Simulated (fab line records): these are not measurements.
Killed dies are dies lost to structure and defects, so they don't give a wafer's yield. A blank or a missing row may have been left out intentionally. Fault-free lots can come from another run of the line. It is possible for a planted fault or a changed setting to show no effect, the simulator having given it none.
Chamber matching | flow nand_harc | NHARC_A_ONON_D1_DEP_33 on pecvd-02: 3 sister chambers
The step deposits SiO2, target thk 200 nm. 22 wafers are shown with their chamber, then 11 later ones without.

WAFERS PAIRED WITH THEIR CHAMBERS
wafer  | chamber | heater_power_w (W) | throttle_valve_pct (%)
L076.1 | 2       | 429                | 15.5
L076.2 | 0       | 596                | 15.3
L076.6 | 2       | 449                | 15.4
L078.2 | 2       | 415                | 15.3
L078.3 | 1       | 458                | 15.9
L078.6 | 1       | 469                | 15.4
L082.2 | 2       | 412                | 15.2
L082.3 | 1       | 456                | 15.8
L082.4 | 2       | 422                | 15.4
L083.2 | 0       | 629                | 16.0
L083.5 | 0       | 627                | 15.9
L083.6 | 2       | 460                | 15.3
L084.1 | 1       | 498                | 15.8
L084.2 | 0       | 532                | 16.2
L084.4 | 0       | 556                | 16.3
L085.1 | 0       | 583                | 16.1
L085.3 | 1       | 510                | 15.6
L085.6 | 2       | 392                | 15.4
L086.1 | 0       | 665                | 16.0
L086.5 | 1       | 517                | 15.9
L086.6 | 0       | 494                | 16.1
L088.3 | 0       | 522                | 16.0

SIGNATURES (means of the wafers above)
reading            | chamber 0 | chamber 1 | chamber 2 | scatter within a chamber
heater_power_w     | 578.22    | 484.67    | 425.57    | 41.4
throttle_valve_pct | 15.989    | 15.733    | 15.357    | 0.218
Rule: a wafer lies at a distance from a chamber equal to the root of the sum of squares, over the readings, of (its reading less the chamber's mean, divided by the reading's scatter). If the next closest chamber is less than 2 further off than the closest, the wafer can't be placed; otherwise it belongs to the closest. The scatter: the root of (the sum of the squares of (reading less its chamber's mean) over the shown wafers, divided by (wafers less chambers)).

WAFERS WITHOUT THEIR CHAMBER
wafer  | heater_power_w (W) | throttle_valve_pct (%)
L088.5 | 462                | 16.1
L088.6 | 380                | 15.5
L089.3 | 521                | 16.4
L089.4 | 561                | 16.1
L089.6 | 417                | 15.5
L093.1 | 649                | 16.1
L093.3 | 412                | 15.4
L093.4 | 424                | 15.5
L095.4 | 440                | 16.1
L095.5 | 535                | 16.1
L095.6 | 387                | 15.2

WHICH CHAMBER EACH ONE RAN IN
wafer  | from the rows above          | in truth
L088.5 | can't be placed: 1 or 0 or 2 | 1
L088.6 | can't be placed: 2 or 1      | 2
L089.3 | can't be placed: 0 or 1      | 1
L089.4 | can't be placed: 0 or 1      | 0
L089.6 | can't be placed: 2 or 1      | 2
L093.1 | 0                            | 0
L093.3 | can't be placed: 2 or 1      | 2
L093.4 | can't be placed: 2 or 1      | 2
L095.4 | can't be placed: 1 or 0 or 2 | 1
L095.5 | can't be placed: 0 or 1      | 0
L095.6 | 2                            | 2
Correct placement for 2 of the 11. These rows do not allow placing 9 (true chamber among the candidates in 9). Number placed wrongly: 0.
